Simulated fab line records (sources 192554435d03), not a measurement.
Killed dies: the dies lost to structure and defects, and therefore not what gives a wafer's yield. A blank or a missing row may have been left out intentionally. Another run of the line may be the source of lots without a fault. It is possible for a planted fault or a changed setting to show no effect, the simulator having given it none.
fab line records    flow n5Finfet    part 2 of 2: steps 21 to 28 of 28
record lots=5  wafers=15  lastDay=17
route steps=1938 shown BEOL_M4@1034
lots that met no fault: taken from a fault-free run of the same line
startH: start of the lot's first displayed wafer, in hours after the record's first day    waitH: time in hours since the lot's previous step    " unchanged from the row above    L1.1+2: a row that stands for several wafers    - no value present, or no start provided    * or withheld: withheld    < > ~ a bound
route shown NAME@n: NAME is a module with steps in the file, n the number in the route of the first one    usual: mean/standard deviation taken from wafers without a fault    same: alike in all rows    chamber/n: place in a boat    sites: per-site readings    _std_site: the standard deviation of these    _edge_site: inner sites' mean taken away from outer sites' mean    radiusMm: how far each site lies from the wafer's centre    mask NAME#n: copy n    behind: the last tool/chamber to shape the wafer    hold: cause of the lot's hold/its duration in hours/its outcome    device: transistor that didn't switch, given as n, p or np    end of line: the tests these same wafers got at the end of their route    a step with no rows: only its recipe    killed: at the first sort, the dies lost to defects and structure; wafer yield is something else    map: the dies of a wafer, with x for killed, . for not killed, _ for no die there
set.NAME: setting as actually run; set.NAME@STEP: the setting as run at that earlier step    model.NAME: the simulator's own value behind a step, which no gauge read
lots at some steps of the route; a table a step, a row a wafer
services: the hour from which a tool's chamber was out of use, counted from the record's first day as startH (under 0 if before that day), plus the number of hours and why
## steps
# step N5_BEOL_M4_PEB_26
# recipe pebTempC=100  pebTimeS=60  resist=CAR-EUV
lot.wafer   tool           chamber  startH  waitH
L074.2+3+4  lithoTrack-02  0        155.24  0.1
L078.2+4+6  lithoTrack-02  0        181.66  0.1
L079.1+4+5  lithoTrack-04  0        184.62  0.1
L082.2+3+6  lithoTrack-04  0        222.66  0.1
L097.2+4+5  lithoTrack-04  0        305.73  0.1
# step N5_BEOL_M4_DEVELOP_27
# recipe developTimeS=30  developer=TMAH  resist=CAR-EUV  rinseLiquid=surfactantRinse  dry=airSpin  devTempC=23
lot.wafer   tool           chamber  startH  waitH
L074.2+3+4  lithoTrack-02  0        -       -
L078.2+4+6  lithoTrack-02  0        -       -
L079.1+4+5  lithoTrack-04  0        -       -
L082.2+3+6  lithoTrack-04  0        -       -
L097.2+4+5  lithoTrack-04  0        -       -
# step N5_BEOL_M4_CD_MEAS_28
# recipe targetCdNm=26.2  landingEnergyEv=500  detector=seInlens  targetCdYNm=24.1  polarity=opening
# usual cdNm=26.13/0.24
lot.wafer  tool      chamber  startH  waitH  cdNm
L074.2     cdSem-03  0        155.30  -      26.05
L074.3     "         0        "       "      25.98
L074.4     "         0        "       "      26.02
L078.2     cdSem-03  0        181.72  -      26.00
L078.4     "         0        "       "      25.99
L078.6     "         0        "       "      25.85
L079.1     cdSem-02  0        184.69  -      26.24
L079.4     "         0        "       "      26.20
L079.5     "         0        "       "      26.33
L082.2     cdSem-02  0        222.73  -      26.39
L082.3     "         0        "       "      26.06
L082.6     "         0        "       "      26.38
L097.2     cdSem-01  0        305.80  -      26.34
L097.4     "         0        "       "      26.26
L097.5     "         0        "       "      26.09
# step N5_BEOL_M4_OVL_MEAS_29
# recipe pointsPerWafer=522
# usual V3_OVL=0.3/0.64
lot.wafer  tool        chamber  startH  waitH  V3_OVL[nm]
L074.2     overlay-02  0        155.34  0.0    0.0
L074.3     "           0        "       "      0.3
L074.4     "           0        "       "      0.1
L078.2     overlay-02  0        181.76  0.0    -0.5
L078.4     "           0        "       "      -0.4
L078.6     "           0        "       "      -0.4
L079.1     overlay-01  0        184.72  0.0    0.4
L079.4     "           0        "       "      0.3
L079.5     "           0        "       "      0.0
L082.2     overlay-02  0        222.76  0.0    0.5
L082.3     "           0        "       "      0.1
L082.6     "           0        "       "      0.1
L097.2     overlay-02  0        305.83  0.0    0.7
L097.4     "           0        "       "      0.3
L097.5     "           0        "       "      0.7
# step N5_BEOL_M4_INSPECT_30
# recipe mode=adi  inspectInstrument=brightfield
# usual rawDefectCount=393/93
lot.wafer  tool              chamber  startH  waitH  rawDefectCount
L074.2     defectInspect-01  -        155.39  0.0    451
L074.3     "                 -        "       "      364
L074.4     "                 -        "       "      462
L078.2     defectInspect-02  -        181.81  0.0    288
L078.4     "                 -        "       "      302
L078.6     "                 -        "       "      334
L079.1     defectInspect-01  -        184.78  0.1    458
L079.4     "                 -        "       "      405
L079.5     "                 -        "       "      437
L082.2     defectInspect-02  -        222.82  0.0    443
L082.3     "                 -        "       "      304
L082.6     "                 -        "       "      448
L097.2     defectInspect-01  -        305.88  0.0    424
L097.4     "                 -        "       "      483
L097.5     "                 -        "       "      397
# step N5_BEOL_M4_DESCUM_33
# recipe chemistry=O2  timeS=7  sourcePowerW=50  biasPowerW=20  pressureMtorr=20  rfFrequencyHz=2.712e+07  tempC=40  resist=CAR-EUV  o2FlowSccm=225
# usual biasPowerW=20.00/0.058  drypumpMotorCurrentA=5.6/0.42  oesProductAu=0.82/0.088  rfVppV=243.5/1.5  showerheadPlenumPTorr=2.13/0.083  throttleValvePct=20.46/0.27
lot.wafer  tool        chamber  startH  waitH  biasPowerW  drypumpMotorCurrentA  oesProductAu  rfHoursCounterH  rfVppV  showerheadPlenumPTorr  throttleValvePct
L074.2     rieDiel-05  3        155.77  0.4    19.89       6.3                   0.94          15               242.6   2.08                   20.01
L074.3     "           2        "       "      20.01       5.8                   0.69          223              242.3   2.07                   20.65
L074.4     "           1        "       "      20.12       5.6                   0.80          108              242.7   2.05                   20.69
L078.2     rieDiel-05  1        181.85  0.0    19.81       5.6                   0.78          118              241.8   2.05                   20.70
L078.4     "           0        "       "      19.99       4.7                   0.86          42               244.1   2.14                   20.16
L078.6     "           0        "       "      19.97       4.7                   0.87          -                242.8   2.14                   20.15
L079.1     rieDiel-01  0        184.81  0.0    19.98       5.8                   0.94          12               243.5   2.15                   20.44
L079.4     "           1        "       "      20.03       5.1                   0.68          227              243.1   2.16                   20.84
L079.5     "           2        "       "      19.93       5.9                   1.00          -                246.2   2.28                   20.68
L082.2     rieDiel-01  1        223.03  0.2    19.97       5.0                   0.67          240              244.8   2.15                   20.89
L082.3     "           0        "       "      20.07       5.8                   0.91          25               242.7   2.14                   20.46
L082.6     "           2        "       "      20.01       5.9                   0.94          -                245.4   2.27                   20.73
L097.2     rieDiel-01  3        306.70  0.8    20.01       5.6                   0.72          159              244.7   2.10                   20.32
L097.4     "           1        "       "      20.02       5.0                   0.94          12               244.1   2.14                   20.43
L097.5     "           1        "       "      20.03       5.0                   0.93          -                242.5   2.14                   20.43
# step N5_BEOL_M4_ETCH_77
# recipe chemistry=N2/H2  target=underlayer  targetDepthA=65  maskMaterial=CAR-EUV  timeS=5.2  ionEnergyEv=200  pressureMtorr=30  sourceW=840  biasW=150  n2FlowSccm=200  h2FlowSccm=200  ends=cleared
# usual drypumpMotorCurrentA=5.6/0.42  etchRfOnTimeS=5.21/0.16  oesProductAu=0.69/0.075  rfVppV=525/3.1  showerheadPlenumPTorr=2.57/0.098  throttleValvePct=17.8/0.38
lot.wafer  tool        chamber  startH  waitH  drypumpMotorCurrentA  etchRfOnTimeS  oesProductAu  rfHoursCounterH  rfVppV  showerheadPlenumPTorr  throttleValvePct
L074.2     rieDiel-05  3        155.80  0.0    6.3                   5.14           0.80          15               523     2.46                   17.1
L074.3     "           2        "       "      5.8                   5.22           0.58          223              523     2.49                   17.9
L074.4     "           1        "       "      5.6                   5.19           0.69          108              522     2.44                   17.8
L078.2     rieDiel-05  1        181.88  0.0    5.5                   5.21           0.68          118              521     2.44                   17.8
L078.4     "           0        "       "      4.7                   5.22           0.74          42               525     2.59                   17.4
L078.6     "           0        "       "      4.7                   5.22           0.74          -                526     2.59                   17.4
L079.1     rieDiel-01  0        184.84  0.0    5.8                   5.21           0.78          12               526     2.59                   17.8
L079.4     "           1        "       "      5.1                   5.20           0.59          227              525     2.63                   18.5
L079.5     "           2        "       "      5.9                   5.15           0.84          -                528     2.69                   17.6
L082.2     rieDiel-01  1        223.06  0.0    5.0                   5.20           0.58          240              525     2.62                   18.5
L082.3     "           0        "       "      5.8                   5.21           0.75          25               526     2.58                   17.8
L082.6     "           2        "       "      5.9                   5.10           0.80          -                528     2.69                   17.7
L097.2     rieDiel-01  3        306.73  0.0    5.6                   5.40           0.62          159              525     2.53                   17.6
L097.4     "           1        "       "      5.0                   4.94           0.82          12               525     2.61                   18.1
L097.5     "           1        "       "      5.0                   4.97           0.80          -                527     2.61                   18.0
# step N5_BEOL_M4_ETCH_69
# recipe chemistry=CF4  target=SiARC  targetDepthA=156  maskMaterial=CAR-EUV  timeS=26  ionEnergyEv=80  pressureMtorr=40  sourceW=545  biasW=36  Ar_flow_sccm=100  cf4FlowSccm=100  ends=cleared
# usual drypumpMotorCurrentA=5.6/0.41  etchRfOnTimeS=26.1/0.83  oesProductAu=0.70/0.076  rfVppV=184.4/1.2  showerheadPlenumPTorr=2.18/0.079  throttleValvePct=15.59/0.25
lot.wafer  tool        chamber  startH  waitH  drypumpMotorCurrentA  etchRfOnTimeS  oesProductAu  rfHoursCounterH  rfVppV  showerheadPlenumPTorr  throttleValvePct
L074.2     rieDiel-05  3        155.82  0.0    6.3                   25.9           0.80          15               182.9   2.12                   15.16
L074.3     "           2        "       "      5.7                   25.6           0.59          223              183.7   2.10                   15.82
L074.4     "           1        "       "      5.6                   26.2           0.68          108              182.0   2.07                   15.68
L078.2     rieDiel-05  1        181.90  0.0    5.6                   26.3           0.67          118              183.6   2.07                   15.69
L078.4     "           0        "       "      4.7                   25.5           0.75          42               184.7   2.19                   15.32
L078.6     "           0        "       "      4.7                   25.7           0.75          -                184.5   2.19                   15.33
L079.1     rieDiel-01  0        184.86  0.0    5.8                   26.4           0.79          12               183.9   2.19                   15.53
L079.4     "           1        "       "      5.0                   26.2           0.58          227              184.0   2.21                   16.02
L079.5     "           2        "       "      5.9                   26.0           0.86          -                186.0   2.28                   15.60
L082.2     rieDiel-01  1        223.08  0.0    5.0                   25.8           0.58          240              185.2   2.20                   16.03
L082.3     "           0        "       "      5.8                   26.3           0.76          25               185.4   2.19                   15.57
L082.6     "           2        "       "      5.9                   25.5           0.80          -                185.2   2.28                   15.60
L097.2     rieDiel-01  3        306.75  0.0    5.6                   26.8           0.62          159              183.5   2.13                   15.44
L097.4     "           1        "       "      5.1                   24.5           0.81          12               183.6   2.20                   15.57
L097.5     "           1        "       "      5.0                   24.6           0.81          -                185.6   2.20                   15.55
## services
tool           chamber  startH  hours  kind
rieMetal-03    -        140.87  57.9   repair
rieDiel-01     0        141.30  -      clean
rieDiel-01     0        141.30  -      consumableReplace:focusRing
rieMetal-02    0        145.50  5.4    repair
euvScanner-01  -        149.25  4.3    repair
euvScanner-01  -        153.92  0.6    repair
euvScanner-01  -        160.77  1.7    repair
euvScanner-01  -        164.04  1.0    pm
rieDiel-03     0        167.94  1.8    repair
euvScanner-02  -        179.40  1.0    pm
euvScanner-02  -        197.00  5.8    pm
euvScanner-01  -        220.16  1.0    pm
rieDiel-01     3        233.35  4.4    repair
euvScanner-02  -        235.55  1.0    pm
rieMetal-01    1        235.56  4.2    repair
rieDiel-05     2        248.24  5.7    repair
rieDiel-03     1        260.43  9.6    repair
euvScanner-02  -        264.21  4.6    pm
rieDiel-03     3        273.20  6.0    repair
euvScanner-01  -        276.31  1.0    pm
rieMetal-02    -        279.08  0.3    repair
rieDiel-05     -        280.28  28.1   pm
euvScanner-01  -        290.95  4.6    pm
euvScanner-02  -        295.55  1.0    pm
